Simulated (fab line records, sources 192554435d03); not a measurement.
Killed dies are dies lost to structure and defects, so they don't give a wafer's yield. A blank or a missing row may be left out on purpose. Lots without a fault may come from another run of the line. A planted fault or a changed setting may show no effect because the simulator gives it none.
Chamber matching | flow n5_finfet | N5_MOL_CONTACT_COAG_VIA_ETCH_117 on rie_diel-04: 4 sister chambers
The step etches SiO2 in C4F6/O2, target depth 40 nm, overetch 8 nm, time 26 s. 14 wafers are shown with their chamber, then 7 later ones without.

WAFERS WITH THEIR CHAMBER
wafer  | chamber | throttle_valve_pct (%) | drypump_motor_current_A (A) | rf_vpp_V (V)
L212.2 | 3       | 40.84                  | 6.0                         | 1574
L212.3 | 0       | 41.19                  | 5.8                         | 1595
L212.6 | 1       | 41.61                  | 6.2                         | 1594
L214.1 | 0       | 41.18                  | 5.8                         | 1595
L214.4 | 2       | 41.32                  | 5.3                         | 1585
L214.6 | 1       | 41.62                  | 6.2                         | 1594
L216.2 | 1       | 41.62                  | 6.1                         | 1595
L216.3 | 2       | 41.31                  | 5.3                         | 1584
L216.6 | 1       | 41.64                  | 6.2                         | 1594
L217.1 | 3       | 40.81                  | 6.0                         | 1576
L217.4 | 2       | 41.32                  | 5.3                         | 1585
L217.5 | 2       | 41.31                  | 5.3                         | 1586
L218.1 | 3       | 40.82                  | 6.0                         | 1575
L218.3 | 2       | 41.31                  | 5.3                         | 1586

SIGNATURES (means of the wafers above)
reading                 | chamber 0 | chamber 1 | chamber 2 | chamber 3 | scatter within a chamber
throttle_valve_pct      | 41.1850   | 41.6225   | 41.3140   | 40.8233   | 0.0105
drypump_motor_current_A | 5.800     | 6.175     | 5.300     | 6.000     | 0.0274
rf_vpp_V                | 1595.00   | 1594.25   | 1585.20   | 1575.00   | 0.745
Rule: a wafer's distance from a chamber is the root of the sum, over the readings, of the square of ((its reading less the chamber's mean) divided by the reading's scatter). The wafer belongs to the nearest chamber; if the next one is less than 2 further off, it can't be placed. The scatter: the root of (the sum of the squares of (reading less its chamber's mean) over the shown wafers, divided by (wafers less chambers)).

WAFERS WITHOUT THEIR CHAMBER
wafer  | throttle_valve_pct (%) | drypump_motor_current_A (A) | rf_vpp_V (V)
L218.5 | 41.32                  | 5.3                         | 1585
L219.4 | 41.20                  | 5.8                         | 1596
L219.5 | 41.20                  | 5.7                         | 1597
L219.6 | 40.82                  | 6.0                         | 1575
L224.1 | 41.32                  | 5.3                         | 1584
L224.4 | 40.82                  | 6.0                         | 1574
L224.6 | 41.20                  | 5.8                         | 1594

WHICH CHAMBER EACH WENT THROUGH
wafer  | from the rows above | in truth
L218.5 | 2                   | 2
L219.4 | 0                   | 0
L219.5 | 0                   | 0
L219.6 | 3                   | 3
L224.1 | 2                   | 2
L224.4 | 3                   | 3
L224.6 | 0                   | 0
Placed correctly: 7 of 7. Can't be placed from these rows: 0. Placed wrongly: 0.
